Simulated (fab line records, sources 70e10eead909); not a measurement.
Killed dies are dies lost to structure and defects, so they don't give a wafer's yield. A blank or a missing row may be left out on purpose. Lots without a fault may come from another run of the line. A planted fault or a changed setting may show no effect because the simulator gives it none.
Chamber matching | flow nand_harc | NHARC_A_WL_FILL_ALD_00 on ald_hk-02: 4 sister chambers
The step deposits Al2O3, target thk 3 nm, pulse time 3 s, ald cycles 30. 4 wafers are shown with their chamber, then 11 later ones without.

WAFERS WITH THEIR CHAMBER
wafer  | chamber | heater_power_w (W)
L079.6 | 1       | 461
L078.2 | 2       | 440
L078.6 | 3       | 394
L082.1 | 0       | 515

WAFERS WITHOUT THEIR CHAMBER
wafer  | heater_power_w (W)
L082.4 | 375
L082.5 | 443
L084.1 | 479
L084.3 | 426
L084.4 | 515
L095.2 | 369
L095.4 | 477
L095.5 | 446
L093.1 | 513
L093.2 | 446
L093.3 | 482

WHICH CHAMBER EACH WENT THROUGH
wafer  | from the rows above          | in truth
L082.4 | 3                            | 3
L082.5 | can't be placed: 2 or 1      | 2
L084.1 | can't be placed: 1 or 0 or 2 | 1
L084.3 | can't be placed: 2 or 3 or 1 | 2
L084.4 | 0                            | 0
L095.2 | 3                            | 3
L095.4 | can't be placed: 1 or 2 or 0 | 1
L095.5 | can't be placed: 2 or 1      | 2
L093.1 | 0                            | 0
L093.2 | can't be placed: 2 or 1      | 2
L093.3 | can't be placed: 1 or 0 or 2 | 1
Placed correctly: 4 of 11. Can't be placed from these rows: 7 (the true chamber is among the candidates in 7). Placed wrongly: 0.
How it was worked out, from the rows above alone: a wafer's distance from a chamber is the root of the sum, over the readings, of the square of ((its reading less the chamber's mean) divided by the reading's scatter). The wafer belongs to the nearest chamber; if the next one is less than 2 further off, it can't be placed. A chamber's mean is the mean of its shown wafers. The scatter: with one shown wafer a chamber, the root of the mean of the squares of how far each hidden wafer lies from its nearest shown one.
